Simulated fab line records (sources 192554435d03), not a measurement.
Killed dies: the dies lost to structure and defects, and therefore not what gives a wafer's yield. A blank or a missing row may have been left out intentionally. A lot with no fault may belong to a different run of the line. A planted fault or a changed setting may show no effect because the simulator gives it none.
fab line records	flow n5-finfet
record lots=24	wafers=72	last-day=17
route steps=1938 shown BEOL_M2@930 BEOL_M3@933 BEOL_M4@1021
lots with no fault: from the same line, run without faults
start-h: hours from the record's opening day to when the first of the lot's shown wafers began	wait-h: hours from the lot's prior step to this one	" the same as in the row above	L1.1+2: one row covering several wafers at once	- no value, or no start was given	* or withheld: withheld	< > ~ a bound
route shown NAME@n: names a module that has steps shown in the file, with the first one's number in the route	usual: the fault-free wafers' mean and standard deviation	same: alike in all rows	chamber/n: place in a boat	sites: readings site by site	_std_site: standard deviation of those values	_edge_site: outer sites' mean less inner sites'	radius-mm: how far each site lies from the wafer's centre	mask NAME#n: copy n	behind: tool/chamber where the wafer was last shaped	hold: what put the lot on hold/how long, in hours/how the hold closed	device: the transistor (n, p or np) that didn't switch	end of line: the tests these same wafers got at the end of their route	step lacking rows: just its recipe	killed: count of dies lost to structure and defects at first sort (not the wafer's yield)	map: per-die view of a wafer (x killed, . not killed, _ where there is no die)
set.NAME: the run value of the setting; set.NAME@STEP: its run value at that earlier step	model.NAME: the simulator's own value behind a step, which no gauge read
route steps across a sampled set of lots; one table per step, one row per wafer
services: the hour from which a tool's chamber was out of use, counted from the record's first day as start-h (under 0 if before that day), plus the number of hours and why
## steps
# step N5_BEOL_M2_INSPECT_59
# recipe inspect-instrument=darkfield	mode=post-dep
# usual raw-defect-count=66/21
lot.wafer	tool	chamber	start-h	wait-h	raw-defect-count
L075.2	defect-inspect-01	-	149.33	0.0	68
L075.3	"	-	"	"	56
L075.4	"	-	"	"	73
L074.2	defect-inspect-01	-	150.83	0.0	74
L074.3	"	-	"	"	31
L074.5	"	-	"	"	49
L076.1	defect-inspect-01	-	156.74	0.0	53
L076.2	"	-	"	"	53
L076.5	"	-	"	"	36
L077.1	defect-inspect-02	-	166.87	0.0	80
L077.2	"	-	"	"	88
L077.3	"	-	"	"	67
L078.2	defect-inspect-01	-	169.06	0.0	76
L078.3	"	-	"	"	38
L078.6	"	-	"	"	56
L079.1	defect-inspect-01	-	175.47	0.0	56
L079.4	"	-	"	"	58
L079.5	"	-	"	"	53
L080.2	defect-inspect-02	-	182.51	0.0	44
L080.3	"	-	"	"	69
L080.6	"	-	"	"	56
L081.1	defect-inspect-02	-	193.65	0.0	61
L081.3	"	-	"	"	117
L081.6	"	-	"	"	84
L082.2	defect-inspect-02	-	197.07	0.0	70
L082.3	"	-	"	"	37
L082.5	"	-	"	"	78
L083.1	defect-inspect-02	-	201.52	0.0	74
L083.2	"	-	"	"	80
L083.6	"	-	"	"	77
L084.2	defect-inspect-02	-	205.75	0.0	26
L084.3	"	-	"	"	79
L084.6	"	-	"	"	81
L085.1	defect-inspect-02	-	207.96	0.0	51
L085.2	"	-	"	"	53
L085.3	"	-	"	"	53
L086.3	defect-inspect-02	-	224.78	0.0	33
L086.5	"	-	"	"	38
L086.6	"	-	"	"	57
L088.1	defect-inspect-02	-	224.88	0.0	68
L088.4	"	-	"	"	104
L088.5	"	-	"	"	82
L087.3	defect-inspect-02	-	226.64	0.0	70
L087.4	"	-	"	"	61
L087.5	"	-	"	"	60
L091.2	defect-inspect-02	-	236.96	0.0	82
L091.3	"	-	"	"	47
L091.6	"	-	"	"	64
L089.1	defect-inspect-02	-	237.22	0.0	89
L089.2	"	-	"	"	78
L089.6	"	-	"	"	91
L090.3	defect-inspect-02	-	238.74	0.0	44
L090.4	"	-	"	"	48
L090.5	"	-	"	"	56
L092.1	defect-inspect-02	-	247.74	0.0	42
L092.2	"	-	"	"	60
L092.5	"	-	"	"	45
L093.1	defect-inspect-02	-	254.47	0.0	79
L093.2	"	-	"	"	63
L093.5	"	-	"	"	83
L094.1	defect-inspect-02	-	256.64	0.6	63
L094.2	"	-	"	"	75
L094.4	"	-	"	"	30
L095.1	defect-inspect-01	-	272.29	0.0	76
L095.3	"	-	"	"	52
L095.6	"	-	"	"	52
L097.1	defect-inspect-02	-	285.50	0.0	68
L097.4	"	-	"	"	73
L097.6	"	-	"	"	61
L096.2	defect-inspect-02	-	288.80	0.0	78
L096.5	"	-	"	"	79
L096.6	"	-	"	"	79
# step N5_BEOL_M3_PECVD_72
# recipe material=SiO2	target-thk-a=160	temp-c=400	precursor=TEOS/O2	pressure-torr=5.5	rf-w=450	teos-flow-sccm=53.8	gas=O2	flow-sccm=3000	time-s=18
# usual heater-power-w=696/100	showerhead-plenum-p-Torr=8.80/0.053	throttle-valve-pct=22.6/1.1
lot.wafer	tool	chamber	start-h	wait-h	heater-power-w	showerhead-plenum-p-Torr	throttle-valve-pct
L075.2	pecvd-01	1	149.47	0.0	811	8.75	21.7
L075.3	"	0	"	"	784	8.73	23.6
L075.4	"	0	"	"	774	8.74	23.7
L074.2	pecvd-01	1	150.97	0.0	784	8.77	21.7
L074.3	"	2	"	"	701	8.83	22.2
L074.5	"	1	"	"	778	8.76	21.8
L076.1	pecvd-03	1	156.96	0.1	626	8.80	22.8
L076.2	"	0	"	"	546	8.81	23.8
L076.5	"	1	"	"	639	8.81	22.9
L077.1	pecvd-02	2	167.01	0.0	730	8.88	22.9
L077.2	"	1	"	"	726	8.74	23.6
L077.3	"	0	"	"	715	8.86	21.3
L078.2	pecvd-01	0	169.20	0.0	757	8.75	23.5
L078.3	"	1	"	"	695	8.75	21.8
L078.6	"	1	"	"	711	8.73	21.8
L079.1	pecvd-03	1	175.61	0.0	509	8.80	23.4
L079.4	"	1	"	"	511	8.81	23.2
L079.5	"	1	"	"	501	8.80	23.1
L080.2	pecvd-02	1	182.65	0.0	613	8.77	23.7
L080.3	"	2	"	"	843	8.88	23.0
L080.6	"	0	"	"	751	8.86	21.3
L081.1	pecvd-02	2	193.80	0.0	737	8.85	22.7
L081.3	"	0	"	"	773	8.88	21.2
L081.6	"	0	"	"	761	8.90	21.4
L082.2	pecvd-02	2	197.22	0.0	804	8.86	22.7
L082.3	"	0	"	"	772	8.92	21.3
L082.5	"	2	"	"	816	8.88	23.0
L083.1	pecvd-03	2	201.66	0.0	568	8.75	21.3
L083.2	"	1	"	"	577	8.82	23.2
L083.6	"	0	"	"	471	8.80	24.1
L084.2	pecvd-02	1	205.89	0.0	741	8.73	24.2
L084.3	"	0	"	"	726	8.87	21.4
L084.6	"	0	"	"	740	8.88	21.3
L085.1	pecvd-01	1	208.10	0.0	673	8.76	21.3
L085.2	"	2	"	"	649	8.80	22.2
L085.3	"	0	"	"	656	8.72	23.4
L086.3	pecvd-01	2	224.94	0.0	660	8.81	22.1
L086.5	"	0	"	"	720	8.72	23.8
L086.6	"	2	"	"	678	8.81	22.7
L088.1	pecvd-03	0	225.04	0.0	466	8.81	24.2
L088.4	"	1	"	"	643	8.81	23.4
L088.5	"	0	"	"	473	8.78	24.0
L087.3	pecvd-01	2	226.80	0.0	749	8.78	22.3
L087.4	"	0	"	"	792	8.75	23.6
L087.5	"	1	"	"	815	8.78	21.7
L091.2	pecvd-01	0	237.10	0.0	782	8.74	24.0
L091.3	"	1	"	"	785	8.76	21.9
L091.6	"	1	"	"	799	8.76	21.8
L089.1	pecvd-03	2	237.37	0.0	636	8.77	21.3
L089.2	"	0	"	"	446	8.81	24.2
L089.6	"	0	"	"	440	8.80	24.3
L090.3	pecvd-03	2	238.88	0.0	693	8.74	21.2
L090.4	"	1	"	"	643	8.80	23.3
L090.5	"	2	"	"	687	8.77	21.5
L092.1	pecvd-02	1	247.88	0.0	776	8.73	23.7
L092.2	"	2	"	"	722	8.85	20.7
L092.5	"	2	"	"	728	8.86	21.1
L093.1	pecvd-02	2	254.61	0.0	810	8.86	20.7
L093.2	"	0	"	"	762	8.88	21.4
L093.5	"	1	"	"	759	8.74	23.8
L094.1	pecvd-02	1	256.81	0.0	739	8.73	23.7
L094.2	"	0	"	"	737	8.87	21.1
L094.4	"	0	"	"	726	8.87	21.5
L095.1	pecvd-02	1	272.43	0.0	697	8.75	23.9
L095.3	"	0	"	"	686	8.87	21.3
L095.6	"	0	"	"	704	8.88	21.5
L097.1	pecvd-01	0	285.64	0.0	766	8.71	23.7
L097.4	"	2	"	"	733	8.78	22.5
L097.6	"	0	"	"	767	8.72	23.6
L096.2	pecvd-02	2	288.94	0.0	849	8.85	21.2
L096.5	"	1	"	"	761	8.74	24.0
L096.6	"	0	"	"	710	8.86	21.1
# step N5_BEOL_M3_CD_MEAS_35
# recipe target-cd-nm=18	target-cd-y-nm=21	polarity=opening
# usual cd-nm=18.1/0.34
lot.wafer	tool	chamber	start-h	wait-h	cd-nm
L074.2	cd-sem-01	-	158.75	0.0	18.2
L074.3	"	-	"	"	18.1
L074.5	"	-	"	"	18.1
L076.1	cd-sem-02	-	164.94	0.0	18.0
L076.2	"	-	"	"	18.1
L076.5	"	-	"	"	18.1
L075.2	cd-sem-02	-	165.09	0.0	18.2
L075.3	"	-	"	"	18.1
L075.4	"	-	"	"	18.2
L077.1	cd-sem-01	-	172.90	0.0	18.3
L077.2	"	-	"	"	18.3
L077.3	"	-	"	"	18.0
L078.2	cd-sem-02	-	174.96	0.0	17.8
L078.3	"	-	"	"	18.2
L078.6	"	-	"	"	18.3
L079.1	cd-sem-02	-	183.71	0.0	18.1
L079.4	"	-	"	"	17.5
L079.5	"	-	"	"	18.4
L080.2	cd-sem-02	-	189.95	0.0	18.4
L080.3	"	-	"	"	18.2
L080.6	"	-	"	"	17.5
L081.1	cd-sem-03	-	206.14	0.0	18.7
L081.3	"	-	"	"	18.4
L081.6	"	-	"	"	18.6
L082.2	cd-sem-03	-	206.71	0.0	18.5
L082.3	"	-	"	"	18.7
L082.5	"	-	"	"	18.1
L083.1	cd-sem-02	-	206.88	0.0	17.9
L083.2	"	-	"	"	18.1
L083.6	"	-	"	"	17.7
L084.2	cd-sem-03	-	213.36	0.0	18.5
L084.3	"	-	"	"	17.7
L084.6	"	-	"	"	18.5
L085.1	cd-sem-02	-	216.80	0.0	18.1
L085.2	"	-	"	"	17.6
L085.3	"	-	"	"	18.1
L086.3	cd-sem-02	-	230.11	0.0	18.0
L086.5	"	-	"	"	18.7
L086.6	"	-	"	"	17.9
L088.1	cd-sem-02	-	232.63	0.0	18.3
L088.4	"	-	"	"	18.7
L088.5	"	-	"	"	19.0
L087.3	cd-sem-01	-	237.88	0.0	18.0
L087.4	"	-	"	"	18.1
L087.5	"	-	"	"	18.4
L091.2	cd-sem-02	-	242.63	0.0	17.8
L091.3	"	-	"	"	18.1
L091.6	"	-	"	"	17.5
L090.3	cd-sem-01	-	245.43	0.0	18.1
L090.4	"	-	"	"	18.0
L090.5	"	-	"	"	17.8
L089.1	cd-sem-03	-	247.08	0.0	18.4
L089.2	"	-	"	"	18.7
L089.6	"	-	"	"	18.7
L092.1	cd-sem-03	-	255.49	0.0	17.9
L092.2	"	-	"	"	18.5
L092.5	"	-	"	"	18.1
L093.1	cd-sem-01	-	267.75	0.0	17.2
L093.2	"	-	"	"	17.9
L093.5	"	-	"	"	17.7
L094.1	cd-sem-01	-	275.32	0.0	18.5
L094.2	"	-	"	"	18.0
L094.4	"	-	"	"	17.9
L095.1	cd-sem-03	-	278.32	0.0	18.0
L095.3	"	-	"	"	18.1
L095.6	"	-	"	"	17.8
L097.1	cd-sem-03	-	288.39	0.0	18.0
L097.4	"	-	"	"	18.3
L097.6	"	-	"	"	18.7
L096.2	cd-sem-03	-	298.24	0.0	17.8
L096.5	"	-	"	"	18.0
L096.6	"	-	"	"	18.4
# step N5_BEOL_M3_SPUTTER_48
# recipe material=Cu	target-thk-a=45	temp-c=-20	chamber-pressure-pa=0.07	power-w=withheld	time-s=8.29
# usual throttle-valve-pct=30.1/0.65
lot.wafer	tool	chamber	start-h	wait-h	throttle-valve-pct
L074.2	pvd-sputter-02	-	160.76	0.2	29.2
L074.3	"	-	"	"	30.0
L074.5	"	-	"	"	31.0
L076.1	pvd-sputter-03	-	166.37	0.1	30.5
L076.2	"	-	"	"	28.6
L076.5	"	-	"	"	30.7
L075.2	pvd-sputter-03	-	168.21	1.7	30.6
L075.3	"	-	"	"	30.0
L075.4	"	-	"	"	30.6
L077.1	pvd-sputter-02	-	175.54	0.1	30.2
L077.2	"	-	"	"	30.2
L077.3	"	-	"	"	30.9
L078.2	pvd-sputter-02	-	177.38	1.0	30.1
L078.3	"	-	"	"	30.0
L078.6	"	-	"	"	30.7
L079.1	pvd-sputter-01	-	186.63	1.8	29.9
L079.4	"	-	"	"	30.6
L079.5	"	-	"	"	29.9
L080.2	pvd-sputter-02	-	191.85	1.0	30.4
L080.3	"	-	"	"	29.3
L080.6	"	-	"	"	30.8
L081.1	pvd-sputter-02	-	207.18	0.2	30.2
L081.3	"	-	"	"	29.1
L081.6	"	-	"	"	30.1
L083.1	pvd-sputter-01	-	207.62	0.1	29.4
L083.2	"	-	"	"	30.6
L083.6	"	-	"	"	29.5
L082.2	pvd-sputter-02	-	209.02	1.4	30.0
L082.3	"	-	"	"	30.7
L082.5	"	-	"	"	30.1
L084.2	pvd-sputter-02	-	214.82	0.3	31.2
L084.3	"	-	"	"	30.2
L084.6	"	-	"	"	31.0
L085.1	pvd-sputter-01	-	218.96	0.2	30.3
L085.2	"	-	"	"	30.8
L085.3	"	-	"	"	29.8
L086.3	pvd-sputter-01	-	231.43	0.1	30.6
L086.5	"	-	"	"	30.6
L086.6	"	-	"	"	29.8
L088.1	pvd-sputter-03	-	233.83	0.1	28.7
L088.4	"	-	"	"	29.9
L088.5	"	-	"	"	30.7
L087.3	pvd-sputter-03	-	241.13	1.6	28.6
L087.4	"	-	"	"	30.9
L087.5	"	-	"	"	29.0
L091.2	pvd-sputter-01	-	243.59	0.2	29.2
L091.3	"	-	"	"	30.6
L091.6	"	-	"	"	30.3
L090.3	pvd-sputter-03	-	246.57	0.1	30.8
L090.4	"	-	"	"	28.7
L090.5	"	-	"	"	28.6
L089.1	pvd-sputter-03	-	248.41	0.3	28.8
L089.2	"	-	"	"	30.6
L089.6	"	-	"	"	29.9
L092.1	pvd-sputter-02	-	256.26	0.1	30.7
L092.2	"	-	"	"	29.8
L092.5	"	-	"	"	29.9
L093.1	pvd-sputter-01	-	268.56	0.1	30.5
L093.2	"	-	"	"	30.0
L093.5	"	-	"	"	30.7
L094.1	pvd-sputter-01	-	276.60	0.3	30.7
L094.2	"	-	"	"	30.0
L094.4	"	-	"	"	29.3
L095.1	pvd-sputter-02	-	279.53	0.1	30.1
L095.3	"	-	"	"	31.0
L095.6	"	-	"	"	29.0
L097.1	pvd-sputter-03	-	290.81	0.2	30.6
L097.4	"	-	"	"	28.8
L097.6	"	-	"	"	28.6
L096.2	pvd-sputter-02	-	299.35	0.1	29.2
L096.5	"	-	"	"	30.2
L096.6	"	-	"	"	29.1
# step N5_BEOL_M3_DEP_57
# recipe material=SiCN	target-thk-a=80	temp-c=withheld	precursor=3MS/NH3	pressure-torr=3	rf-w=202	time-s=14
# usual showerhead-plenum-p-Torr=3.667/0.01	throttle-valve-pct=9.2/0.46
lot.wafer	tool	chamber	start-h	wait-h	showerhead-plenum-p-Torr	throttle-valve-pct
L074.2	pecvd-03	1	163.50	0.0	3.665	9.5
L074.3	"	0	"	"	3.670	9.7
L074.5	"	2	"	"	3.658	8.8
L076.1	pecvd-03	0	169.12	0.0	3.674	9.4
L076.2	"	1	"	"	3.669	9.6
L076.5	"	1	"	"	3.659	9.3
L075.2	pecvd-03	0	171.02	0.0	3.669	10.0
L075.3	"	1	"	"	3.666	9.2
L075.4	"	0	"	"	3.674	9.7
L077.1	pecvd-01	2	178.28	0.0	3.675	9.0
L077.2	"	1	"	"	3.654	8.8
L077.3	"	0	"	"	3.663	9.3
L078.2	pecvd-03	0	180.79	0.0	3.673	9.7
L078.3	"	1	"	"	3.670	9.1
L078.6	"	0	"	"	3.681	9.7
L079.1	pecvd-03	1	189.44	0.0	3.671	9.2
L079.4	"	0	"	"	3.657	9.7
L079.5	"	1	"	"	3.666	9.5
L080.2	pecvd-03	0	194.59	0.0	3.676	9.7
L080.3	"	2	"	"	3.652	8.5
L080.6	"	2	"	"	3.662	8.3
L081.1	pecvd-02	1	209.94	0.0	3.650	9.8
L081.3	"	0	"	"	3.682	8.6
L081.6	"	0	"	"	3.681	8.8
L083.1	pecvd-02	1	210.42	0.0	3.658	9.6
L083.2	"	0	"	"	3.681	8.8
L083.6	"	0	"	"	3.684	8.7
L082.2	pecvd-02	0	211.78	0.0	3.688	8.7
L082.3	"	1	"	"	3.664	9.8
L082.5	"	1	"	"	3.650	9.5
L084.2	pecvd-02	0	217.89	0.0	3.684	8.6
L084.3	"	0	"	"	3.690	8.7
L084.6	"	0	"	"	3.678	8.7
L085.1	pecvd-02	1	221.71	0.0	3.655	9.4
L085.2	"	0	"	"	3.688	8.5
L085.3	"	1	"	"	3.655	10.0
L086.3	pecvd-01	0	234.17	0.0	3.655	9.9
L086.5	"	1	"	"	3.669	8.9
L086.6	"	0	"	"	3.656	9.6
L088.1	pecvd-02	1	236.57	0.0	3.652	9.5
L088.4	"	2	"	"	3.675	8.4
L088.5	"	1	"	"	3.653	9.6
L087.3	pecvd-02	2	243.99	0.0	3.679	8.4
L087.4	"	0	"	"	3.692	8.5
L087.5	"	1	"	"	3.656	9.5
L091.2	pecvd-01	0	246.35	0.0	3.653	9.6
L091.3	"	1	"	"	3.657	8.8
L091.6	"	0	"	"	3.652	9.6
L090.3	pecvd-03	0	249.31	0.0	3.669	9.8
L090.4	"	1	"	"	3.667	9.3
L090.5	"	2	"	"	3.659	8.7
L089.1	pecvd-03	0	251.15	0.0	3.673	9.6
L089.2	"	1	"	"	3.671	9.6
L089.6	"	1	"	"	3.666	9.4
L092.1	pecvd-03	0	259.00	0.0	3.677	9.7
L092.2	"	1	"	"	3.674	9.5
L092.5	"	2	"	"	3.652	8.8
L093.1	pecvd-01	0	271.30	0.0	3.663	9.5
L093.2	"	2	"	"	3.674	8.8
L093.5	"	2	"	"	3.659	9.0
L094.1	pecvd-01	1	279.43	0.0	3.654	9.0
L094.2	"	2	"	"	3.675	9.0
L094.4	"	0	"	"	3.649	9.7
L095.1	pecvd-03	1	282.27	0.0	3.671	9.4
L095.3	"	2	"	"	3.654	8.6
L095.6	"	1	"	"	3.673	9.6
L097.1	pecvd-01	1	293.55	0.0	3.656	8.5
L097.4	"	0	"	"	3.666	9.4
L097.6	"	2	"	"	3.660	9.1
L096.2	pecvd-03	2	302.09	0.0	3.664	8.5
L096.5	"	2	"	"	3.657	9.0
L096.6	"	1	"	"	3.667	9.5
# step N5_BEOL_M4_ILD_DEP_00
# recipe material=SiOC	target-thk-a=790	temp-c=350	precursor=DEMS/O2	pressure-torr=5	rf-w=500	time-s=15.3
# usual heater-power-w=435/67	showerhead-plenum-p-Torr=5.692/0.013	throttle-valve-pct=12.2/0.45
lot.wafer	tool	chamber	start-h	wait-h	heater-power-w	showerhead-plenum-p-Torr	throttle-valve-pct
L074.2	pecvd-01	0	163.63	0.0	538	5.686	12.7
L074.3	"	2	"	"	502	5.703	12.0
L074.5	"	1	"	"	485	5.686	11.6
L076.1	pecvd-04	1	169.27	0.0	419	5.730	11.6
L076.2	"	2	"	"	394	5.693	12.4
L076.5	"	0	"	"	413	5.680	12.4
L075.2	pecvd-04	1	171.17	0.0	411	5.721	12.0
L075.3	"	2	"	"	417	5.693	12.5
L075.4	"	0	"	"	380	5.658	12.2
L077.1	pecvd-04	0	178.41	0.0	468	5.683	12.3
L077.2	"	2	"	"	408	5.676	12.2
L077.3	"	1	"	"	384	5.714	11.6
L078.2	pecvd-03	0	180.92	0.0	343	5.713	12.7
L078.3	"	1	"	"	364	5.688	12.3
L078.6	"	2	"	"	374	5.690	10.9
L079.1	pecvd-01	2	189.57	0.0	493	5.684	11.6
L079.4	"	2	"	"	497	5.689	11.7
L079.5	"	0	"	"	554	5.692	12.7
L080.2	pecvd-03	2	194.72	0.0	402	5.696	11.3
L080.3	"	0	"	"	356	5.694	12.9
L080.6	"	2	"	"	406	5.686	11.5
L081.1	pecvd-03	0	210.08	0.0	354	5.707	12.7
L081.3	"	1	"	"	340	5.704	12.6
L081.6	"	1	"	"	344	5.701	12.3
L083.1	pecvd-04	2	210.57	0.0	442	5.683	12.7
L083.2	"	1	"	"	405	5.727	11.8
L083.6	"	0	"	"	418	5.685	12.0
L082.2	pecvd-01	0	211.92	0.0	509	5.675	12.6
L082.3	"	1	"	"	548	5.676	11.6
L082.5	"	2	"	"	472	5.691	12.0
L084.2	pecvd-03	0	218.04	0.0	304	5.709	12.6
L084.3	"	1	"	"	395	5.708	12.3
L084.6	"	0	"	"	310	5.701	12.8
L085.1	pecvd-01	0	221.86	0.0	484	5.686	12.8
L085.2	"	1	"	"	561	5.687	11.5
L085.3	"	2	"	"	425	5.690	12.1
L086.3	pecvd-04	2	234.58	0.1	361	5.677	12.3
L086.5	"	2	"	"	364	5.692	12.4
L086.6	"	1	"	"	391	5.711	12.0
L088.1	pecvd-04	2	236.70	0.0	412	5.683	12.4
L088.4	"	2	"	"	429	5.675	12.2
L088.5	"	2	"	"	423	5.686	12.4
L087.3	pecvd-01	0	244.13	0.0	503	5.685	12.6
L087.4	"	2	"	"	429	5.705	11.8
L087.5	"	0	"	"	500	5.696	12.5
L091.2	pecvd-03	0	246.48	0.0	321	5.708	12.7
L091.3	"	1	"	"	354	5.699	12.3
L091.6	"	1	"	"	360	5.686	12.2
L090.3	pecvd-01	0	249.44	0.0	464	5.677	12.5
L090.4	"	0	"	"	469	5.704	12.5
L090.5	"	1	"	"	554	5.707	11.5
L089.1	pecvd-01	0	251.28	0.0	540	5.690	12.7
L089.2	"	2	"	"	448	5.681	11.7
L089.6	"	1	"	"	473	5.692	11.8
L092.1	pecvd-01	0	259.13	0.0	483	5.684	12.8
L092.2	"	2	"	"	477	5.706	12.1
L092.5	"	2	"	"	465	5.695	11.8
L093.1	pecvd-03	1	271.43	0.0	426	5.702	12.8
L093.2	"	2	"	"	457	5.697	11.4
L093.5	"	0	"	"	344	5.705	12.8
L094.1	pecvd-01	1	279.56	0.0	553	5.695	11.5
L094.2	"	0	"	"	492	5.684	12.4
L094.4	"	0	"	"	502	5.701	12.6
L095.1	pecvd-04	0	282.40	0.0	442	5.686	12.2
L095.3	"	2	"	"	439	5.668	12.5
L095.6	"	2	"	"	453	5.666	12.4
L097.1	pecvd-03	0	293.68	0.0	329	5.692	12.9
L097.4	"	1	"	"	383	5.693	12.5
L097.6	"	0	"	"	325	5.710	13.0
L096.2	pecvd-04	1	302.22	0.0	414	5.693	11.7
L096.5	"	1	"	"	405	5.708	11.6
L096.6	"	2	"	"	374	5.677	12.5
## services
tool	chamber	start-h	hours	kind
pecvd-04	0	137.13	5.5	scheduled-down
pvd-sputter-01	-	151.43	3.4	repair
pecvd-03	2	164.67	13.1	repair
pecvd-02	2	166.59	-	calibration
pecvd-04	-	189.42	0.3	repair
pecvd-02	2	202.38	-	clean
pecvd-02	2	202.38	-	consumable-replace:showerhead
pecvd-02	2	202.38	29.0	scheduled-down
pecvd-02	2	202.38	29.0	vent-cycle
pecvd-03	2	210.24	18.6	repair
pecvd-01	0	214.63	5.5	scheduled-down
pecvd-03	1	230.40	2.1	scheduled-down
pecvd-04	0	233.51	2.1	scheduled-down
pecvd-04	1	236.22	5.5	scheduled-down
pecvd-04	2	241.68	16.5	scheduled-down
pecvd-04	1	277.93	6.6	repair
pecvd-01	1	285.45	3.6	repair
pecvd-03	-	288.28	0.2	repair
pecvd-04	2	290.08	10.2	scheduled-down
pecvd-02	1	297.77	2.1	scheduled-down
pecvd-01	2	301.67	5.5	scheduled-down
## key
fault none
